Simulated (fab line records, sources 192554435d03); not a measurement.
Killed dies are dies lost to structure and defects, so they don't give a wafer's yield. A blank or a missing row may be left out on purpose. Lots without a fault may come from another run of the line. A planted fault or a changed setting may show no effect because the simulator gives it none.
fab line records | flow n5_finfet | part 2 of 2: steps 21 to 27 of 27
record lots=5 wafers=15 last_day=15
route steps=1938 shown BEOL_M5@1134
lots that met no fault: from a run of the same line without faults
start_h: hours from the record's first day to the start of the lot's first wafer shown | wait_h: hours since the lot's step before | " the same as in the row above | L1.1+2: a row that stands for several wafers | - no value, or no start given | * or withheld: withheld | < > ~ a bound
route shown NAME@n: a module of which the file shows steps, and the number in the route of the first | usual: mean/standard deviation of fault-free wafers | same: alike in all rows | chamber/n: place in a boat | sites: the reading at each site | _std_site: their standard deviation | _edge_site: outer sites' mean less inner sites' | radius_mm: how far each site lies from the wafer's centre | mask NAME#n: copy n | behind: the tool/chamber that last shaped the wafer | hold: why the lot was held/for how many hours/how that ended | device: the transistor (n, p or np) that didn't switch | end of line: the same wafers' tests at the end of the route | a step without rows: its recipe alone | killed: dies lost to structure and defects at the first sort, not the wafer's yield | map: a wafer's dies, x killed, . not, _ none there
set.NAME: the setting as run; set.NAME@STEP: as run at that earlier step | model.NAME: the simulator's own value behind a step, which no gauge read
lots at some steps of the route; a table a step, a row a wafer
services: from which hour (start_h, from the record's first day; less than 0 if before it) a tool's chamber was out of use, for how many hours, and why
## steps
# step N5_BEOL_M5_ETCH_68
# recipe chemistry=N2/H2 target=SOC target_depth_a=800 overetch_a=160 mask_material=SiARC temp_c=40 time_s=120 ion_energy_ev=200 pressure_mtorr=30 source_w=840 bias_w=150 n2_flow_sccm=200 h2_flow_sccm=200
# usual drypump_motor_current_A=6.0/0.42 oes_product_au=0.57/0.039 rf_vpp_V=524.3/1.9 showerhead_plenum_p_Torr=2.56/0.066 throttle_valve_pct=17.89/0.15
# columns lot.wafer tool chamber start_h wait_h drypump_motor_current_A oes_product_au rf_hours_counter_h rf_vpp_V showerhead_plenum_p_Torr throttle_valve_pct
L076.1 rie_diel-03 3 179.71 0.0 5.6 0.54 207 522.9 2.52 17.92
L076.3 " 0 " " 6.4 0.56 203 523.8 2.51 17.83
L076.6 " 0 " " 6.4 0.57 - 523.6 2.51 17.82
L078.2 rie_diel-03 1 192.82 0.0 6.0 0.66 39 522.0 2.49 17.78
L078.4 " 0 " " 6.3 0.56 207 522.3 2.51 17.82
L078.6 " 0 " " 6.3 0.56 - 521.5 2.51 17.82
L081.3 rie_diel-03 2 217.39 0.0 5.5 0.56 191 525.2 2.52 17.71
L081.4 " 0 " " 6.3 0.55 215 524.9 2.51 17.84
L081.6 " 2 " " 5.4 0.56 - 524.2 2.52 17.71
L084.2 rie_diel-04 0 241.95 0.0 5.5 0.63 80 527.1 2.68 17.65
L084.5 " 0 " " 5.4 0.63 - 527.3 2.68 17.66
L084.6 " 3 " " 6.5 0.54 - 523.7 2.53 17.85
L090.3 rie_diel-04 1 272.92 0.0 6.2 0.57 173 523.6 2.54 18.07
L090.5 " 0 " " 5.5 0.62 - 528.0 2.68 17.67
L090.6 " 1 " " 6.2 0.56 - 524.6 2.54 18.09
# step N5_BEOL_M5_STRIP_69
# recipe chemistry=N2/H2 temp_c=40 n2_flow_sccm=200 h2_flow_sccm=200 rf_frequency_hz=6e+07
# columns lot.wafer tool chamber start_h wait_h
L076.1+3+6 rie_diel-03 3,0,0 179.79 0.0
L078.2+4+6 rie_diel-03 1,0,0 192.90 0.0
L081.3+4+6 rie_diel-03 2,0,2 217.47 0.0
L084.2+5+6 rie_diel-04 0,0,3 242.03 0.0
L090.3+5+6 rie_diel-04 1,0,1 273.00 0.0
# step N5_BEOL_M5_STRIP_76
# recipe chemistry=N2/H2 temp_c=40 n2_flow_sccm=200 h2_flow_sccm=200 rf_frequency_hz=6e+07
# columns lot.wafer tool chamber start_h wait_h
L076.1+3+6 rie_diel-03 3,0,0 179.80 0.0
L078.2+4+6 rie_diel-03 1,0,0 192.91 0.0
L081.3+4+6 rie_diel-03 2,0,2 217.48 0.0
L084.2+5+6 rie_diel-04 0,0,3 242.04 0.0
L090.3+5+6 rie_diel-04 1,0,1 273.01 0.0
# step N5_BEOL_M5_VIA_ETCH_34
# recipe chemistry=C4F6/O2 target=SiCOH_lowk target_depth_a=883 mask_material=SOC taper_deg=4 time_s=39.2 ion_energy_ev=250 pressure_mtorr=30 source_w=345 bias_w=185 Ar_flow_sccm=300 C4F6_flow_sccm=10 O2_flow_sccm=10
# usual drypump_motor_current_A=5.9/0.42 oes_ar_750_au=0.75/0.053 oes_product_au=0.75/0.056 rf_vpp_V=666/4.3 showerhead_plenum_p_Torr=2.86/0.068 throttle_valve_pct=20.89/0.16
# columns lot.wafer tool chamber start_h wait_h drypump_motor_current_A oes_ar_750_au oes_product_au rf_hours_counter_h rf_vpp_V showerhead_plenum_p_Torr throttle_valve_pct
L076.1 rie_diel-03 3 179.81 0.0 5.6 0.70 0.70 207 675 2.82 20.98
L076.3 " 0 " " 6.4 0.74 0.73 203 665 2.81 20.83
L076.6 " 0 " " 6.4 0.74 0.74 - 665 2.81 20.87
L078.2 rie_diel-03 1 192.92 0.0 6.0 0.88 0.89 39 663 2.77 20.69
L078.4 " 0 " " 6.3 0.73 0.73 207 664 2.81 20.86
L078.6 " 0 " " 6.4 0.73 0.73 - 664 2.81 20.85
L081.3 rie_diel-03 2 217.49 0.0 5.5 0.73 0.74 191 662 2.83 20.69
L081.4 " 0 " " 6.4 0.73 0.72 215 664 2.81 20.87
L081.6 " 2 " " 5.5 0.73 0.74 - 661 2.83 20.70
L084.2 rie_diel-04 0 242.05 0.0 5.4 0.83 0.83 80 669 2.99 20.66
L084.5 " 0 " " 5.4 0.83 0.83 - 670 2.99 20.67
L084.6 " 3 " " 6.4 0.70 0.70 - 658 2.83 20.89
L090.3 rie_diel-04 1 273.02 0.0 6.2 0.72 0.73 173 665 2.83 21.09
L090.5 " 0 " " 5.4 0.82 0.82 - 669 2.98 20.68
L090.6 " 1 " " 6.2 0.73 0.74 - 667 2.83 21.08
# step N5_BEOL_M5_STRIP_85
# recipe chemistry=C4F6/O2 resist=SiARC rf_frequency_hz=6e+07
# columns lot.wafer tool chamber start_h wait_h
L076.1+3+6 rie_diel-03 3,0,0 179.84 0.0
L078.2+4+6 rie_diel-03 1,0,0 192.96 0.0
L081.3+4+6 rie_diel-03 2,0,2 217.53 0.0
L084.2+5+6 rie_diel-04 0,0,3 242.09 0.0
L090.3+5+6 rie_diel-04 1,0,1 273.06 0.0
# step N5_BEOL_M5_STRIP_36
# recipe chemistry=N2/H2 power_w=450 temp_c=40 pressure_mtorr=20 rf_frequency_hz=6e+07 overash_fraction=0.3 bias_power_w=7 h2_frac=0.5 n2_flow_sccm=200 h2_flow_sccm=200
# usual bias_power_w=6.998/0.021 drypump_motor_current_A=5.9/0.42 oes_product_au=0.75/0.056 rf_vpp_V=59.1/1.5 showerhead_plenum_p_Torr=2.55/0.066 throttle_valve_pct=23.73/0.18
# columns lot.wafer tool chamber start_h wait_h bias_power_w drypump_motor_current_A oes_product_au rf_hours_counter_h rf_vpp_V showerhead_plenum_p_Torr throttle_valve_pct
L076.1 rie_diel-03 3 179.85 0.0 6.993 5.6 0.71 207 59.2 2.52 23.65
L076.3 " 0 " " 7.012 6.4 0.73 204 62.4 2.51 23.61
L076.6 " 0 " " 7.020 6.4 0.72 - 59.3 2.51 23.58
L078.2 rie_diel-03 1 192.97 0.0 7.000 6.0 0.87 39 59.2 2.48 23.80
L078.4 " 0 " " 6.998 6.3 0.71 207 58.4 2.51 23.57
L078.6 " 0 " " 6.988 6.4 0.73 - 58.2 2.51 23.54
L081.3 rie_diel-03 2 217.54 0.0 7.005 5.5 0.74 191 58.2 2.52 23.48
L081.4 " 0 " " 7.030 6.3 0.71 215 59.1 2.50 23.59
L081.6 " 2 " " 7.001 5.5 0.75 - 58.6 2.52 23.51
L084.2 rie_diel-04 0 242.10 0.0 7.030 5.5 0.83 80 58.2 2.68 23.47
L084.5 " 0 " " 7.005 5.4 0.84 - 58.8 2.68 23.49
L084.6 " 3 " " 6.986 6.5 0.71 - 59.6 2.52 23.70
L090.3 rie_diel-04 1 273.07 0.0 7.003 6.2 0.73 173 60.0 2.53 23.96
L090.5 " 0 " " 7.017 5.4 0.82 - 58.8 2.68 23.51
L090.6 " 1 " " 6.972 6.2 0.75 - 59.6 2.53 23.93
# step N5_BEOL_M5_TRENCH_ETCH_37
# recipe chemistry=C4F6/O2 target_depth_a=716.52 target=SiCOH_lowk time_s=24.7 ion_energy_ev=250 pressure_mtorr=30 source_w=345 bias_w=185 Ar_flow_sccm=300 C4F6_flow_sccm=10 O2_flow_sccm=10
# usual drypump_motor_current_A=6.0/0.42 oes_ar_750_au=0.75/0.053 oes_product_au=0.75/0.056 rf_vpp_V=666/4.1 showerhead_plenum_p_Torr=2.86/0.068 throttle_valve_pct=20.93/0.16
# columns lot.wafer tool chamber start_h wait_h drypump_motor_current_A oes_ar_750_au oes_product_au rf_hours_counter_h rf_vpp_V showerhead_plenum_p_Torr throttle_valve_pct
L076.1 rie_diel-03 3 - - 5.6 0.70 0.71 207 673 2.82 21.04
L076.3 " 0 " " 6.4 0.74 0.73 204 665 2.81 20.89
L076.6 " 0 " " 6.4 0.73 0.74 - 667 2.81 20.89
L078.2 rie_diel-03 1 - - 6.0 0.87 0.88 39 663 2.77 20.74
L078.4 " 0 " " 6.3 0.74 0.73 207 664 2.81 20.90
L078.6 " 0 " " 6.4 0.73 0.72 - 666 2.81 20.90
L081.3 rie_diel-03 2 - - 5.4 0.73 0.74 191 662 2.83 20.74
L081.4 " 0 " " 6.4 0.73 0.72 215 664 2.81 20.91
L081.6 " 2 " " 5.4 0.73 0.74 - 662 2.83 20.73
L084.2 rie_diel-04 0 - - 5.4 0.83 0.82 80 669 2.99 20.70
L084.5 " 0 " " 5.4 0.83 0.82 - 669 2.99 20.71
L084.6 " 3 " " 6.5 0.70 0.69 - 659 2.83 20.90
L090.3 rie_diel-04 1 - - 6.2 0.73 0.74 173 666 2.83 21.11
L090.5 " 0 " " 5.4 0.81 0.81 - 668 2.98 20.73
L090.6 " 1 " " 6.2 0.73 0.73 - 665 2.83 21.11
## services
# columns tool chamber start_h hours kind
euv_scanner-01 - 159.56 5.8 pm
euv_scanner-02 - 165.34 1.0 pm
rie_metal-01 - 176.48 14.6 pm
litho_track-02 - 180.95 - consumable_replace:filter
euv_scanner-02 - 190.97 4.6 pm
euv_scanner-01 - 197.69 1.0 pm
rie_metal-02 0 217.34 - clean
rie_metal-02 0 217.34 20.8 scheduled_down
rie_metal-02 0 217.34 20.8 vent_cycle
euv_scanner-02 - 219.86 1.0 pm
euv_scanner-02 - 227.46 5.8 pm
rie_diel-03 1 235.73 2.8 repair
euv_scanner-01 - 244.49 0.6 repair
euv_scanner-01 - 251.63 4.6 pm
rie_diel-03 - 252.66 2.8 pm
rie_diel-04 3 264.39 11.2 repair
rie_metal-03 - 265.67 0.1 repair
